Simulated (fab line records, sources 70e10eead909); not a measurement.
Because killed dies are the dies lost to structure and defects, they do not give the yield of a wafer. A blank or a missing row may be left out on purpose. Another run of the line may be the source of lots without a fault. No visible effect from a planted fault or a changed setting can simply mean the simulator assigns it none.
Matching of chambers / flow nand-harc / 4 sister chambers for NHARC_A_STAIRCASE_TRIM_20 on rie-diel-08
The step chemistry O2, time 211.2 s. 4 wafers are shown with their chamber, then 7 later ones without.

## WAFERS, EACH WITH ITS CHAMBER
wafer=L084.2; chamber=2; showerhead-plenum-p-Torr (Torr)=3.58
wafer=L084.5; chamber=1; showerhead-plenum-p-Torr (Torr)=3.42
wafer=L085.2; chamber=3; showerhead-plenum-p-Torr (Torr)=3.43
wafer=L085.4; chamber=0; showerhead-plenum-p-Torr (Torr)=3.33

## WAFERS WITHOUT THEIR CHAMBER
wafer=L085.5; showerhead-plenum-p-Torr (Torr)=3.33
wafer=L088.3; showerhead-plenum-p-Torr (Torr)=3.58
wafer=L088.4; showerhead-plenum-p-Torr (Torr)=3.33
wafer=L088.5; showerhead-plenum-p-Torr (Torr)=3.41
wafer=L094.1; showerhead-plenum-p-Torr (Torr)=3.42
wafer=L094.3; showerhead-plenum-p-Torr (Torr)=3.41
wafer=L094.6; showerhead-plenum-p-Torr (Torr)=3.41

## EACH ONE'S CHAMBER
wafer=L085.5; from the rows above=0; in truth=0
wafer=L088.3; from the rows above=2; in truth=2
wafer=L088.4; from the rows above=0; in truth=0
wafer=L088.5; from the rows above=can't be placed: 1 or 3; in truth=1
wafer=L094.1; from the rows above=can't be placed: 1 or 3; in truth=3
wafer=L094.3; from the rows above=can't be placed: 1 or 3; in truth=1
wafer=L094.6; from the rows above=can't be placed: 1 or 3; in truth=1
Correct placement for 3 of the 7. From these rows, 4 cannot be placed; in 4 the true chamber is one of the candidates. Wrongly placed: 0.
How it was worked out, from the rows above alone: a wafer's distance from a chamber is the root of the sum, over the readings, of the square of ((its reading less the chamber's mean) divided by the reading's scatter). If the next closest chamber is less than 2 further off than the closest, the wafer can't be placed; otherwise it belongs to the closest. The mean given for a chamber averages the wafers shown for that chamber. The scatter (one wafer shown for each chamber): square how far every hidden wafer sits from the nearest shown wafer, average those squares and take the square root.
